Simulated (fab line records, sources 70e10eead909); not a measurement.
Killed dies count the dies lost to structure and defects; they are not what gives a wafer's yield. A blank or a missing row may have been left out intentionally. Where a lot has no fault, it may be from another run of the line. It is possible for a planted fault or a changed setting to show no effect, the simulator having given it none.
fab line records ; flow nandHarc
[record] lots = 7; wafers = 21; lastDay = 30
route steps=1302 shown A_ONON_D2@552 END@1302
lots with no fault: from the same line, run without faults
startH: the number of hours between the record's first day and the start of the first shown wafer of the lot ; waitH: how many hours have passed since the lot's step before this one ; " the same as in the row above ; L1.1+2: several wafers, shown together as one row ; - no value present, or no start provided ; * or withheld: withheld ; < > ~ a bound
route shown NAME@n: a module of which the file shows steps, and the number in the route of the first ; usual: the fault-free wafers' mean and standard deviation ; same: alike in all rows ; chamber/n: place in a boat ; sites: per-site readings ; _std_site: standard deviation across them ; _edge_site: outer sites' mean less inner sites' ; radiusMm: how far each site lies from the wafer's centre ; mask NAME#n: copy n ; behind: the most recent tool/chamber to have shaped the wafer ; hold: why the lot was held/for how many hours/how that ended ; device: transistor that didn't switch, given as n, p or np ; end of line: the tests these same wafers got at the end of their route ; for a step that has no rows: nothing shown but its recipe ; killed: count of dies lost to structure and defects at first sort (not the wafer's yield) ; map: the dies of a wafer, with x for killed, . for not killed, _ for no die there
set.NAME: the setting that was run; set.NAME@STEP: the one run at that earlier step ; model.NAME: the simulator's own value behind a step, which no gauge read
lots at selected steps of the route; one table per step, one row per wafer
services: from which hour (startH, from the record's first day; less than 0 if before it) a tool's chamber was out of use, for how many hours, and why
[[steps]]
[step NHARC_A_ONON_D2_THK_MEAS_11]
[recipe] thkMeasGauge = ellipsometry
[usual] thkNm = 1002/9.6
lot.wafer;tool;chamber;startH;waitH;thkNm
L316.1;filmMetro-02;-;273.81;-;991
L316.4;filmMetro-02;-;273.81;-;990
L316.5;filmMetro-02;-;273.81;-;988
L320.1;filmMetro-01;-;312.00;-;1017
L320.4;filmMetro-01;-;312.00;-;1016
L320.5;filmMetro-01;-;312.00;-;1016
L321.1;filmMetro-01;-;324.07;-;998
L321.4;filmMetro-01;-;324.07;-;1000
L321.5;filmMetro-01;-;324.07;-;998
L322.1;filmMetro-02;-;339.40;-;1004
L322.2;filmMetro-02;-;339.40;-;1006
L322.3;filmMetro-02;-;339.40;-;1005
L326.3;filmMetro-01;-;380.04;-;1016
L326.4;filmMetro-01;-;380.04;-;1018
L326.5;filmMetro-01;-;380.04;-;1017
L329.1;filmMetro-02;-;427.84;-;998
L329.2;filmMetro-02;-;427.84;-;997
L329.6;filmMetro-02;-;427.84;-;998
L332.2;filmMetro-01;-;441.37;-;1003
L332.4;filmMetro-01;-;441.37;-;1003
L332.5;filmMetro-01;-;441.37;-;1003
[step NHARC_A_ONON_D2_DEP_12]
[recipe] targetThkA = 10000; n2FlowSccm = 2750; n2oFlowSccm = 2000; nh3FlowSccm = 500; sih4FlowSccm = 210; tempC = 400
[step NHARC_A_ONON_D2_THK_MEAS_14]
[recipe] thkMeasGauge = ellipsometry
[usual] thkNm = 1001/9.1
lot.wafer;tool;chamber;startH;waitH;thkNm
L316.1;filmMetro-01;-;274.37;-;1013
L316.4;filmMetro-01;-;274.37;-;1013
L316.5;filmMetro-01;-;274.37;-;1014
L320.1;filmMetro-02;-;312.57;-;990
L320.4;filmMetro-02;-;312.57;-;986
L320.5;filmMetro-02;-;312.57;-;987
L321.1;filmMetro-02;-;324.64;-;991
L321.4;filmMetro-02;-;324.64;-;989
L321.5;filmMetro-02;-;324.64;-;989
L322.1;filmMetro-01;-;339.96;-;993
L322.2;filmMetro-01;-;339.96;-;993
L322.3;filmMetro-01;-;339.96;-;995
L326.3;filmMetro-01;-;380.61;-;1000
L326.4;filmMetro-01;-;380.61;-;999
L326.5;filmMetro-01;-;380.61;-;1000
L329.1;filmMetro-01;-;428.41;-;998
L329.2;filmMetro-01;-;428.41;-;996
L329.6;filmMetro-01;-;428.41;-;995
L332.2;filmMetro-01;-;441.94;-;984
L332.4;filmMetro-01;-;441.94;-;985
L332.5;filmMetro-01;-;441.94;-;985
[step NHARC_A_ONON_D2_ANNEAL_15]
[recipe] tempC = 750; timeS = 3600
[step NHARC_A_ONON_D2_DEP_16]
[recipe] targetThkA = 10000; n2FlowSccm = 2750; n2oFlowSccm = 2000; nh3FlowSccm = 500; sih4FlowSccm = 210; tempC = 400
[step NHARC_A_ONON_D2_THK_MEAS_18]
[recipe] thkMeasGauge = ellipsometry
[usual] thkNm = 999/7.3
lot.wafer;tool;chamber;startH;waitH;thkNm
L316.1;filmMetro-02;-;281.79;-;992
L316.4;filmMetro-02;-;281.79;-;991
L316.5;filmMetro-02;-;281.79;-;991
L320.1;filmMetro-02;-;320.25;-;984
L320.4;filmMetro-02;-;320.25;-;987
L320.5;filmMetro-02;-;320.25;-;985
L321.1;filmMetro-02;-;332.41;-;1001
L321.4;filmMetro-02;-;332.41;-;999
L321.5;filmMetro-02;-;332.41;-;1001
L322.1;filmMetro-02;-;347.58;-;991
L322.2;filmMetro-02;-;347.58;-;989
L322.3;filmMetro-02;-;347.58;-;989
L326.3;filmMetro-01;-;391.60;-;1003
L326.4;filmMetro-01;-;391.60;-;1002
L326.5;filmMetro-01;-;391.60;-;1003
L329.1;filmMetro-02;-;436.43;-;1006
L329.2;filmMetro-02;-;436.43;-;1005
L329.6;filmMetro-02;-;436.43;-;1005
L332.2;filmMetro-01;-;450.00;-;987
L332.4;filmMetro-01;-;450.00;-;985
L332.5;filmMetro-01;-;450.00;-;987
[step NHARC_A_ONON_D2_DEP_19]
[recipe] targetThkA = 10000; n2FlowSccm = 2750; n2oFlowSccm = 2000; nh3FlowSccm = 500; sih4FlowSccm = 210; tempC = 400
[step NHARC_A_ONON_D2_THK_MEAS_21]
[recipe] thkMeasGauge = ellipsometry
[usual] thkNm = 1002/12
lot.wafer;tool;chamber;startH;waitH;thkNm
L316.1;filmMetro-02;-;282.35;-;1001
L316.4;filmMetro-02;-;282.35;-;1003
L316.5;filmMetro-02;-;282.35;-;1005
L320.1;filmMetro-01;-;320.82;-;991
L320.4;filmMetro-01;-;320.82;-;992
L320.5;filmMetro-01;-;320.82;-;987
L321.1;filmMetro-02;-;332.97;-;989
L321.4;filmMetro-02;-;332.97;-;988
L321.5;filmMetro-02;-;332.97;-;989
L322.1;filmMetro-02;-;348.16;-;1022
L322.2;filmMetro-02;-;348.16;-;1022
L322.3;filmMetro-02;-;348.16;-;1022
L326.3;filmMetro-01;-;392.16;-;981
L326.4;filmMetro-01;-;392.16;-;981
L326.5;filmMetro-01;-;392.16;-;981
L329.1;filmMetro-01;-;436.99;-;984
L329.2;filmMetro-01;-;436.99;-;985
L329.6;filmMetro-01;-;436.99;-;984
L332.2;filmMetro-02;-;450.57;-;998
L332.4;filmMetro-02;-;450.57;-;997
L332.5;filmMetro-02;-;450.57;-;996
[step NHARC_A_ONON_D2_DEP_22]
[recipe] targetThkA = 10000; n2FlowSccm = 2750; n2oFlowSccm = 2000; nh3FlowSccm = 500; sih4FlowSccm = 210; tempC = 400
[step NHARC_A_ONON_D2_THK_MEAS_24]
[recipe] thkMeasGauge = ellipsometry
[usual] thkNm = 1001/11
lot.wafer;tool;chamber;startH;waitH;thkNm
L316.1;filmMetro-01;-;282.92;-;989
L316.4;filmMetro-01;-;282.92;-;990
L316.5;filmMetro-01;-;282.92;-;989
L320.1;filmMetro-01;-;321.38;-;1010
L320.4;filmMetro-01;-;321.38;-;1008
L320.5;filmMetro-01;-;321.38;-;1009
L321.1;filmMetro-02;-;333.56;-;1010
L321.4;filmMetro-02;-;333.56;-;1010
L321.5;filmMetro-02;-;333.56;-;1009
L322.1;filmMetro-02;-;348.73;-;1007
L322.2;filmMetro-02;-;348.73;-;1009
L322.3;filmMetro-02;-;348.73;-;1007
L326.3;filmMetro-02;-;392.73;-;1003
L326.4;filmMetro-02;-;392.73;-;1003
L326.5;filmMetro-02;-;392.73;-;1003
L329.1;filmMetro-02;-;437.56;-;989
L329.2;filmMetro-02;-;437.56;-;990
L329.6;filmMetro-02;-;437.56;-;989
L332.2;filmMetro-01;-;451.14;-;1006
L332.4;filmMetro-01;-;451.14;-;1006
L332.5;filmMetro-01;-;451.14;-;1005
[step NHARC_A_ONON_D2_DEP_25]
[recipe] targetThkA = 10000; n2FlowSccm = 2750; n2oFlowSccm = 2000; nh3FlowSccm = 500; sih4FlowSccm = 210; tempC = 400
[step NHARC_A_ONON_D2_THK_MEAS_27]
[recipe] thkMeasGauge = ellipsometry
[usual] thkNm = 1000/11
lot.wafer;tool;chamber;startH;waitH;thkNm
L316.1;filmMetro-02;-;283.48;-;978
L316.4;filmMetro-02;-;283.48;-;977
L316.5;filmMetro-02;-;283.48;-;979
L320.1;filmMetro-02;-;321.95;-;993
L320.4;filmMetro-02;-;321.95;-;992
L320.5;filmMetro-02;-;321.95;-;990
L321.1;filmMetro-02;-;334.13;-;989
L321.4;filmMetro-02;-;334.13;-;989
L321.5;filmMetro-02;-;334.13;-;990
L322.1;filmMetro-02;-;349.30;-;1008
L322.2;filmMetro-02;-;349.30;-;1006
L322.3;filmMetro-02;-;349.30;-;1007
L326.3;filmMetro-02;-;393.30;-;1002
L326.4;filmMetro-02;-;393.30;-;1000
L326.5;filmMetro-02;-;393.30;-;1003
L329.1;filmMetro-02;-;438.12;-;1010
L329.2;filmMetro-02;-;438.12;-;1010
L329.6;filmMetro-02;-;438.12;-;1012
L332.2;filmMetro-02;-;451.70;-;990
L332.4;filmMetro-02;-;451.70;-;991
L332.5;filmMetro-02;-;451.70;-;989
[step NHARC_A_ONON_D2_DEP_28]
[recipe] targetThkA = 10000; n2FlowSccm = 2750; n2oFlowSccm = 2000; nh3FlowSccm = 500; sih4FlowSccm = 210; tempC = 400
lot.wafer;tool;chamber;startH;waitH
L316.1+4+5;pecvdOnon-01;0;283.54;0.1
L320.1+4+5;pecvdOnon-01;0;322.00;0.1
L321.1+4+5;pecvdOnon-01;0;334.19;0.1
L322.1+2+3;pecvdOnon-01;0;349.36;0.1
L326.3+4+5;pecvdOnon-04;0;393.48;0.2
L329.1+2+6;pecvdOnon-03;0;438.18;0.1
L332.2+4+5;pecvdOnon-04;0;451.81;0.1
[step NHARC_A_ONON_D2_THK_MEAS_30]
[recipe] thkMeasGauge = ellipsometry
[usual] thkNm = 1003/7.2
lot.wafer;tool;chamber;startH;waitH;thkNm
L316.1;filmMetro-01;-;284.05;-;996
L316.4;filmMetro-01;-;284.05;-;998
L316.5;filmMetro-01;-;284.05;-;998
L320.1;filmMetro-01;-;322.51;-;1186
L320.4;filmMetro-01;-;322.51;-;1185
L320.5;filmMetro-01;-;322.51;-;1184
L321.1;filmMetro-02;-;334.70;-;1181
L321.4;filmMetro-02;-;334.70;-;1179
L321.5;filmMetro-02;-;334.70;-;1179
L322.1;filmMetro-02;-;349.87;-;1196
L322.2;filmMetro-02;-;349.87;-;1198
L322.3;filmMetro-02;-;349.87;-;1196
L326.3;filmMetro-01;-;393.87;-;1005
L326.4;filmMetro-01;-;393.87;-;1004
L326.5;filmMetro-01;-;393.87;-;1002
L329.1;filmMetro-02;-;438.69;-;1011
L329.2;filmMetro-02;-;438.69;-;1011
L329.6;filmMetro-02;-;438.69;-;1010
L332.2;filmMetro-02;-;452.27;-;992
L332.4;filmMetro-02;-;452.27;-;992
L332.5;filmMetro-02;-;452.27;-;992
[step NHARC_A_ONON_D2_DEP_33]
[recipe] targetThkA = 2000; tempC = 400; pressureTorr = 6.5; rfW = 900; teosFlowSccm = 161.4; flowSccm = 2650; targetThkNm = 200; gas = O2; material = SiO2
[usual] heaterPowerW = 585/140; throttleValvePct = 16.1/0.44
lot.wafer;tool;chamber;startH;waitH;heaterPowerW;throttleValvePct
L316.1;pecvd-01;2;284.20;0.1;772;16.3
L316.4;pecvd-01;0;284.20;0.1;546;16.2
L316.5;pecvd-01;1;284.20;0.1;663;16.6
L320.1;pecvd-04;0;322.57;0.1;654;15.4
L320.5;pecvd-04;0;322.57;0.1;673;15.4
L320.4;pecvd-04;2;322.57;0.1;408;15.8
L321.1;pecvd-04;0;334.76;0.1;663;15.2
L321.4;pecvd-04;0;334.76;0.1;498;15.4
L321.5;pecvd-04;2;334.76;0.1;440;15.7
L322.1;pecvd-01;2;350.17;0.3;782;16.0
L322.3;pecvd-01;0;350.17;0.3;479;15.5
L322.2;pecvd-01;1;350.17;0.3;670;16.6
L326.3;pecvd-04;0;393.93;0.1;656;15.5
L326.5;pecvd-04;0;393.93;0.1;662;15.6
L326.4;pecvd-04;2;393.93;0.1;441;16.0
L329.1;pecvd-01;0;438.79;0.1;359;15.6
L329.2;pecvd-01;1;438.79;0.1;651;16.6
L329.6;pecvd-01;0;438.79;0.1;368;15.6
L332.2;pecvd-03;1;452.33;0.1;824;15.9
L332.4;pecvd-03;1;452.33;0.1;817;15.7
L332.5;pecvd-03;0;452.33;0.1;481;16.9
[step NHARC_END_SORT_01]
[recipe] tempC = 25
[usual] killedAtArray = 59/21; killedAtOther = 0.8/1.1; killedAtPeriphery = 4.1/2.8; killedDies = 64/20; killedOpen = 3.1/1.7; killedShort = 2.4/1.6
[same] grossDies = 677
lot.wafer;tool;chamber;startH;waitH;killedAtArray;killedAtOther;killedAtPeriphery;killedDies;killedOpen;killedShort
L316.1;prober-02;0;561.38;2.5;55;1;4;60;3;3
L316.4;prober-02;0;563.74;3.4;48;2;2;52;4;4
L316.5;prober-02;0;564.53;3.6;45;1;0;46;3;2
L320.1;prober-02;0;594.51;2.5;92;1;1;94;0;4
L320.4;prober-02;0;596.95;3.4;95;1;2;98;6;2
L320.5;prober-02;0;597.76;3.7;87;2;4;93;5;5
L321.1;prober-02;0;609.24;2.5;89;0;2;91;1;2
L321.4;prober-02;0;611.62;3.4;87;2;2;91;1;3
L321.5;prober-02;0;612.41;3.7;88;0;3;91;4;3
L326.3;prober-02;0;668.28;3.1;41;1;8;50;3;3
L326.4;prober-02;0;669.06;3.4;47;0;2;49;1;3
L326.5;prober-02;0;669.85;3.6;40;0;1;41;3;1
L332.2;prober-02;0;722.42;2.8;83;0;7;90;5;2
L332.4;prober-02;0;724.02;3.4;85;0;10;95;2;4
L332.5;prober-02;0;724.82;3.7;85;0;4;89;1;2
// killed by level:class
L316.1 A_CHANNEL_HOLE_D2:chamberFilmFlake=35 A_STAIRCASE:chamberFilmFlake=9 A_ZERO_WELL:chamberFilmFlake=3 A_CONTACT:chamberFilmFlake=3 P_CONTACT:geometricParticle:open=2 P_CONTACT:geometricParticle:short=1 A_ONON_D1:geometricParticle:short=1 A_WL_FILL:geometricParticle:short=1
L316.4 A_CHANNEL_HOLE_D2:chamberFilmFlake=29 A_STAIRCASE:chamberFilmFlake=8 A_CHANNEL_FILL_D1:geometricParticle:short=3 A_WL_FILL:geometricParticle:open=2 THIN_TSV:chamberFilmFlake=2 A_DECK1_JOINT:geometricParticle:open=1 A_CHANNEL_FILL_D2:geometricParticle:open=1 A_M1:geometricParticle:short=1
L316.5 A_CHANNEL_HOLE_D2:chamberFilmFlake=29 A_STAIRCASE:chamberFilmFlake=7 A_CHANNEL_FILL_D2:geometricParticle:short=2 A_CONTACT:chamberFilmFlake=2 A_ONON_D1:geometricParticle:open=1 A_DECK1_JOINT:geometricParticle:open=1 A_CONTACT:geometricParticle:open=1 A_CHANNEL_FILL_D1:chamberFilmFlake=1
L320.1 A_CHANNEL_HOLE_D1:chamberFilmFlake=32 A_CHANNEL_HOLE_D2:chamberFilmFlake=29 A_SLIT:chamberFilmFlake=24 A_CONTACT:chamberFilmFlake=3 P_GATE:geometricParticle:short=1 A_ONON_D1:geometricParticle:short=1 A_CHANNEL_FILL_D2:geometricParticle:short=1 A_WL_FILL:geometricParticle:short=1
L320.4 A_CHANNEL_HOLE_D1:chamberFilmFlake=37 A_SLIT:chamberFilmFlake=24 A_CHANNEL_HOLE_D2:chamberFilmFlake=20 A_CONTACT:chamberFilmFlake=4 P_M0:geometricParticle:open=2 A_STAIRCASE:chamberFilmFlake=2 A_ONON_D1:geometricParticle:open=1 A_ONON_D1:geometricParticle:short=1
L320.5 A_CHANNEL_HOLE_D2:chamberFilmFlake=31 A_SLIT:chamberFilmFlake=27 A_CHANNEL_HOLE_D1:chamberFilmFlake=19 A_STAIRCASE:chamberFilmFlake=3 THIN_TSV:chamberFilmFlake=2 P_STI:geometricParticle:short=1 P_CONTACT:geometricParticle:open=1 P_M0:geometricParticle:short=1
L321.1 A_CHANNEL_HOLE_D1:chamberFilmFlake=31 A_SLIT:chamberFilmFlake=25 A_CHANNEL_HOLE_D2:chamberFilmFlake=14 A_CONTACT:chamberFilmFlake=7 A_ZERO_WELL:chamberFilmFlake=3 A_CHANNEL_FILL_D1:chamberFilmFlake=3 A_M1:chamberFilmFlake=3 P_M0:geometricParticle:open=1
L321.4 A_CHANNEL_HOLE_D1:chamberFilmFlake=36 A_SLIT:chamberFilmFlake=24 A_CHANNEL_HOLE_D2:chamberFilmFlake=11 A_CONTACT:chamberFilmFlake=6 A_CHANNEL_FILL_D1:chamberFilmFlake=2 THIN_TSV:chamberFilmFlake=2 A_SOURCE_PLATE:geometricParticle:short=1 A_DECK1_JOINT:chamberFilmFlake=1
L321.5 A_CHANNEL_HOLE_D1:chamberFilmFlake=33 A_SLIT:chamberFilmFlake=25 A_CHANNEL_HOLE_D2:chamberFilmFlake=10 A_ZERO_WELL:chamberFilmFlake=5 A_CONTACT:chamberFilmFlake=4 A_CHANNEL_FILL_D1:chamberFilmFlake=3 A_ONON_D2:geometricParticle:open=2 A_M1:chamberFilmFlake=2
L326.3 A_SLIT:chamberFilmFlake=24 A_CONTACT:chamberFilmFlake=8 P_GATE:chamberFilmFlake=3 P_STI:chamberFilmFlake=2 A_BONDPAD:chamberFilmFlake=2 P_STI:geometricParticle:open=1 P_M0:geometricParticle:short=1 A_CHANNEL_HOLE_D2:geometricParticle:short=1
L326.4 A_SLIT:chamberFilmFlake=30 A_CHANNEL_HOLE_D1:chamberFilmFlake=4 A_ONON_D1:geometricParticle:short=2 A_CONTACT:chamberFilmFlake=2 A_ONON_D2:geometricParticle:short=1 A_CONTACT:geometricParticle:open=1 P_ZERO_WELL:chamberFilmFlake=1 P_M1:chamberFilmFlake=1
L326.5 A_SLIT:chamberFilmFlake=27 A_CONTACT:chamberFilmFlake=6 P_GATE:geometricParticle:open=1 A_CHANNEL_FILL_D2:geometricParticle:short=1 A_CHANNEL_FILL_D2:geometricParticle:open=1 A_WL_FILL:geometricParticle:open=1 A_CHANNEL_FILL_D2:chamberFilmFlake=1 A_STAIRCASE:chamberFilmFlake=1
L332.2 A_SLIT:chamberFilmFlake=31 A_CHANNEL_HOLE_D1:chamberFilmFlake=23 A_CHANNEL_HOLE_D2:chamberFilmFlake=18 P_M2:chamberFilmFlake=5 A_STAIRCASE:chamberFilmFlake=2 A_CHANNEL_HOLE_D1:geometricParticle:open=1 A_CHANNEL_FILL_D1:geometricParticle:open=1 A_DECK1_JOINT:geometricParticle:open=1
L332.4 A_SLIT:chamberFilmFlake=29 A_CHANNEL_HOLE_D1:chamberFilmFlake=24 A_CHANNEL_HOLE_D2:chamberFilmFlake=23 P_M2:chamberFilmFlake=5 P_GATE:chamberFilmFlake=3 P_CONTACT:geometricParticle:open=2 A_SGD_CUT:geometricParticle:short=2 A_CONTACT:chamberFilmFlake=2
L332.5 A_CHANNEL_HOLE_D1:chamberFilmFlake=28 A_CHANNEL_HOLE_D2:chamberFilmFlake=26 A_SLIT:chamberFilmFlake=23 P_M2:chamberFilmFlake=3 A_STAIRCASE:chamberFilmFlake=3 A_WL_FILL:chamberFilmFlake=2 A_SOURCE_PLATE:geometricParticle:short=1 A_DECK1_JOINT:geometricParticle:short=1
[[services]]
tool;chamber;startH;hours;kind
pecvd-04;-;269.20;13.0;pm
pecvd-04;0;269.20;13.0;ventCycle
pecvd-04;1;269.20;13.0;ventCycle
pecvd-04;2;269.20;13.0;ventCycle
pecvdOnon-01;-;269.50;13.0;pm
pecvd-04;0;282.20;-;clean
pecvd-04;1;282.20;-;clean
pecvd-04;2;282.20;-;clean
pecvdOnon-04;-;311.00;13.0;pm
pecvd-01;-;311.37;13.0;pm
pecvd-01;0;311.37;15.2;ventCycle
pecvd-01;1;311.37;13.0;ventCycle
pecvd-01;2;311.37;13.0;ventCycle
pecvd-01;1;324.37;-;clean
pecvd-01;2;324.37;-;clean
pecvd-03;-;366.15;13.0;pm
pecvd-03;-;379.71;3.8;repair
pecvd-04;1;397.58;13.9;repair
pecvd-01;2;397.81;19.9;repair
pecvdOnon-03;-;411.18;13.0;pm
pecvd-04;-;450.20;13.0;pm
pecvd-04;0;450.20;13.0;ventCycle
pecvd-04;1;450.20;13.0;ventCycle
pecvdOnon-01;-;450.50;13.0;pm
[[key]]
[firstSign] step = NHARC_A_ONON_D2_THK_MEAS_30; reading = thkNm; direction = up; sigmas = 26; usual = 1003; struck = 1187
effect none on later readings
metAt NHARC_A_ONON_D2_DEP_28
struckWafers L320.1,L320.4,L320.5,L321.1,L321.4,L321.5,L322.1,L322.2,L322.3
testerLeftOut L320,L321,L322
onsetBetween 283.54 322.00
[fault] kind = processParameterDrift; tool = pecvdOnon-01; chamber = -; onsetH = 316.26; steps = NHARC_A_ONON_D2_DEP_28; channel = targetThkA; offset = *; shape = step; endH = 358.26; actsIn = *; stated = *
// testerLeftOut: of these lots the tester's yield and bins aren't shown, on N5 and GAA mostly nor the transistor test; their killed dies are dies lost to structure and defects alone, not to doping, threshold or leakage, so they don't give the yield
